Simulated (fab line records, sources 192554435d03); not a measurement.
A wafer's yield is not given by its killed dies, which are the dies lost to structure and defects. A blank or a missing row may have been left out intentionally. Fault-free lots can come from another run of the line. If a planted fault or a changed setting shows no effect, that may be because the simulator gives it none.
Comparing a struck lot with a sound one / flow n5 finfet / 38 steps out of a route of 1938
Sound: these wafers, L597.1, L597.4, L597.5. Struck: wafer L616.5 (left out: L616.3, L616.6 of the same lot, which were not struck); the cause appears at the end.
For every step that has rows: the tool of each side, followed by ch and its chambers, followed by its first start. Under that, the readings that differ: sound wafers / struck wafers / difference of the means / sigmas: that difference in standard deviations of wafers without a fault.
alike: a reading whose means differ by less than 2 such deviations, as well as words and numbers matching on both sides. not compared: withheld readings; readings where some wafer has no value; bounds like >300 that might hide an equal value; numbers whose values overlap and for which the record gives no deviation.
A row with sigmas, a row that says differs or no value, or rows on one side alone: a step with any of these is where the two part. Non-overlapping numbers with no deviation appear without sigmas and do not part them. A reading missing from all wafers of one side parts the sides only when that side holds two or more wafers.

first, 9 steps without rows for these wafers: N5_BEOL_M2_ANNEAL_95 (time 240 s); N5_BEOL_M2_SPUTTER_96 (material Cu, target thk 4.5 nm, time 8.29 s); N5_BEOL_M2_ECD_50 (material Cu, target thk 300 nm); N5_BEOL_M2_ANNEAL_51 (time 90 s); N5_BEOL_M2_CMP_52 (polishes, stops on SiOC, t overpolish 6.8 s, target thk 40 nm); N5_BEOL_M2_PRE_CLEAN_60 (time 15 s); N5_BEOL_M2_CO_CAP_55 (material Co, precursor CCTBA/H2, target thk 2 nm, time 102.1 s); N5_BEOL_M2_PRE_CLEAN_56 (time 15 s); N5_BEOL_M2_DEP_57 (deposits SiCN from 3MS/NH3, target thk 8 nm, time 14 s).
N5_BEOL_M3_ILD_DEP_00: deposits SiOC from DEMS/O2, target thk 79 nm, time 15.3 s.
  sound on pecvd-01 ch 0,1,2, day 7 08:08; struck on pecvd-01 ch 2, day 12 11:12
reading=model.SiOC_of_BEOL_M3_ILD_DEP_00.thk nm (nm); sound=79 79.4 80.4; struck=57.4; difference=-22.2; sigmas=
  alike: heater power w, showerhead plenum p Torr, throttle valve pct
N5_BEOL_M3_THK_MEAS_01:
  sound: film metro-01 at day 7 08:13; struck: film metro-02 at day 12 11:16
reading=M3_ILD_THK (nm); sound=79.1 79.3 80.4; struck=57.3; difference=-22.3; sigmas=-23
then, 24 steps without rows for these wafers: N5_BEOL_M3_PECVD_72 (deposits SiO2 from TEOS/O2, target thk 16 nm, time 18 s); N5_BEOL_M3_HM_DEP_02 (deposits TiN, target thk 20 nm); N5_BEOL_M3_COAT_61 (time 60 s, resist thk 60 nm); N5_BEOL_M3_COAT_62 (time 60 s, resist thk 12 nm); N5_BEOL_M3_COAT_73 (time 60 s, resist thk 5 nm); N5_BEOL_M3_COAT_05 (resist thk 30 nm); N5_BEOL_M3_EBR_07; N5_BEOL_M3_SOFTBAKE_06 (time 60 s); N5_BEOL_M3_EXPOSE_08 (exposes mask M3); N5_BEOL_M3_PEB_09 (peb time 60 s); N5_BEOL_M3_DEVELOP_10 (develop time 30 s); N5_BEOL_M3_DESCUM_16 (chemistry O2, time 7 s); N5_BEOL_M3_ETCH_74 (etches underlayer in N2/H2, target depth 6.5 nm, time 5.2 s); N5_BEOL_M3_ETCH_63 (etches SiARC in CF4, target depth 15.6 nm, time 26 s); N5_BEOL_M3_ETCH_64 (etches SOC in N2/H2, target depth 75 nm, overetch 15 nm, time 112.5 s); N5_BEOL_M3_STRIP_65 (strips in N2/H2); N5_BEOL_M3_STRIP_75 (strips in N2/H2); N5_BEOL_M3_STRIP_66 (strips in CF4); N5_BEOL_M3_HM_OPEN_17 (chemistry Cl2/BCl3, target TiN, target depth 20 nm, overetch 6 nm); N5_BEOL_M3_STRIP_19 (strips in O2); N5_BEOL_M3_COAT_67 (time 60 s, resist thk 60 nm); N5_BEOL_M3_COAT_68 (time 60 s, resist thk 12 nm); N5_BEOL_M3_COAT_76 (time 60 s, resist thk 5 nm); N5_BEOL_M3_COAT_22 (resist thk 30 nm).
N5_BEOL_M3_CMP_52: polishes, stops on SiOC, t overpolish 6.8 s, target thk 40 nm.
  sound on cmp-03 ch 2,3, day 7 16:28; struck on cmp-03 ch 3, day 12 22:45
reading=model.Cu_of_BEOL_M3_ECD_50.thk nm (nm); sound=42 41.2 43.2; struck=17.8; difference=-24.3; sigmas=
reading=model.SiOC_of_BEOL_M3_ILD_DEP_00.thk nm (nm); sound=76 76.4 77.4; struck=54.4; difference=-22.2; sigmas=
  alike: motor current A
N5_BEOL_M4_RC_MEAS_101:
  sound on prober-02 ch 0, day 8 05:33; struck on prober-01 ch 0, day 13 06:50
reading=SS_P (mV/dec); sound=72.5 72.2 73.4; struck=73.9; difference=+1.2; sigmas=+2
  alike: DIBL_N, DIBL_P, IOFF_N, IOFF_P, ION_N, ION_P, SS_N, VT_N, VT_P
-- a jump in the record: the struck wafers' starts before and after are 5 days apart (it breaks off in module BEOL_M4 and resumes in module PASSIVATION, where the first step shown is number 1936 of the route) --
N5_PASSIVATION_PROBE_49:
  sound: prober-02 at day 12 04:34; struck: prober-01 at day 17 21:47
reading=defect limited yield (%); sound=91.5 91.9 91.9; struck=45.3; difference=-46.5; sigmas=-36
reading=killed_at_M0_to_M3; sound=36 35 19; struck=558; difference=+528; sigmas=+59
reading=killed dies; sound=100 96 95; struck=645; difference=+548; sigmas=+37
reading=killed on rim; sound=15 9 16; struck=138; difference=+125; sigmas=+34
reading=sort_bin_8_speed (%); sound=0 0 0; struck=18.39; difference=+18.39; sigmas=+99 or more
reading=sort n pass; sound=1080 1084 1085; struck=535; difference=-548; sigmas=-37
  alike: killed_at_M4_up, killed at contacts, killed at front end, killed at other, killed open, killed short, sort_bin_5_function, sort_bin_6_memory

## WHERE THEY PART
Earliest at N5_BEOL_M3_THK_MEAS_01; latest, in this record, at N5_PASSIVATION_PROBE_49.

WHY: the cause the simulator had injected
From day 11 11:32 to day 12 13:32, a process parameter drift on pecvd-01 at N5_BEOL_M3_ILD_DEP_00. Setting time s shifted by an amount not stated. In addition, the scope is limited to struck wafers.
